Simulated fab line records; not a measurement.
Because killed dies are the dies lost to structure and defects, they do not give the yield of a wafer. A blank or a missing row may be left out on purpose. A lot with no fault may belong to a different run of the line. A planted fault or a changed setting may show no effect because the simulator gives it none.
Chamber matching || flow nandHarc || NHARC_A_STAIRCASE_TRIM_229 on rieDiel-05 has 4 sister chambers
The step chemistry O2, time 211.2 s. 8 wafers are shown with their chamber, then 10 later ones without.

WAFERS PAIRED WITH THEIR CHAMBERS
{"wafer": "L080.6", "chamber": 3, "showerheadPlenumPTorr (Torr)": 3.41, "drypumpMotorCurrentA (A)": 5.3}
{"wafer": "L084.2", "chamber": 2, "showerheadPlenumPTorr (Torr)": 3.70, "drypumpMotorCurrentA (A)": 4.9}
{"wafer": "L084.3", "chamber": 3, "showerheadPlenumPTorr (Torr)": 3.40, "drypumpMotorCurrentA (A)": 5.3}
{"wafer": "L084.5", "chamber": 0, "showerheadPlenumPTorr (Torr)": 3.58, "drypumpMotorCurrentA (A)": 5.3}
{"wafer": "L087.5", "chamber": 1, "showerheadPlenumPTorr (Torr)": 3.32, "drypumpMotorCurrentA (A)": 6.0}
{"wafer": "L087.6", "chamber": 0, "showerheadPlenumPTorr (Torr)": 3.58, "drypumpMotorCurrentA (A)": 5.3}
{"wafer": "L090.1", "chamber": 2, "showerheadPlenumPTorr (Torr)": 3.69, "drypumpMotorCurrentA (A)": 4.9}
{"wafer": "L090.3", "chamber": 1, "showerheadPlenumPTorr (Torr)": 3.32, "drypumpMotorCurrentA (A)": 6.1}

WAFERS WHOSE CHAMBER IS MISSING
{"wafer": "L090.5", "showerheadPlenumPTorr (Torr)": 3.32, "drypumpMotorCurrentA (A)": 6.1}
{"wafer": "L095.1", "showerheadPlenumPTorr (Torr)": 3.69, "drypumpMotorCurrentA (A)": 4.8}
{"wafer": "L095.2", "showerheadPlenumPTorr (Torr)": 3.39, "drypumpMotorCurrentA (A)": 5.3}
{"wafer": "L095.5", "showerheadPlenumPTorr (Torr)": 3.57, "drypumpMotorCurrentA (A)": 5.3}
{"wafer": "L094.1", "showerheadPlenumPTorr (Torr)": 3.39, "drypumpMotorCurrentA (A)": 5.3}
{"wafer": "L094.4", "showerheadPlenumPTorr (Torr)": 3.69, "drypumpMotorCurrentA (A)": 4.9}
{"wafer": "L094.6", "showerheadPlenumPTorr (Torr)": 3.39, "drypumpMotorCurrentA (A)": 5.3}
{"wafer": "L093.1", "showerheadPlenumPTorr (Torr)": 3.31, "drypumpMotorCurrentA (A)": 6.1}
{"wafer": "L093.5", "showerheadPlenumPTorr (Torr)": 3.69, "drypumpMotorCurrentA (A)": 4.9}
{"wafer": "L093.6", "showerheadPlenumPTorr (Torr)": 3.39, "drypumpMotorCurrentA (A)": 5.4}

WHICH CHAMBER EACH WENT THROUGH
{"wafer": "L090.5", "from the rows above": 1, "in truth": 1}
{"wafer": "L095.1", "from the rows above": 2, "in truth": 2}
{"wafer": "L095.2", "from the rows above": 3, "in truth": 3}
{"wafer": "L095.5", "from the rows above": 0, "in truth": 0}
{"wafer": "L094.1", "from the rows above": 3, "in truth": 3}
{"wafer": "L094.4", "from the rows above": 2, "in truth": 2}
{"wafer": "L094.6", "from the rows above": 3, "in truth": 3}
{"wafer": "L093.1", "from the rows above": 1, "in truth": 1}
{"wafer": "L093.5", "from the rows above": 2, "in truth": 2}
{"wafer": "L093.6", "from the rows above": 3, "in truth": 3}
Correct placement for 10 of the 10. Number that these rows cannot place: 0. Wrongly placed: 0.
How it was worked out, from the rows above alone: a wafer's distance from a chamber is the root of the sum, over the readings, of the square of ((its reading less the chamber's mean) divided by the reading's scatter). If the next closest chamber is less than 2 further off than the closest, the wafer can't be placed; otherwise it belongs to the closest. A chamber's mean is the mean of its shown wafers. The scatter: take each reading less its chamber's mean, square it, sum over the shown wafers, divide by the number of wafers less the number of chambers, and take the root.
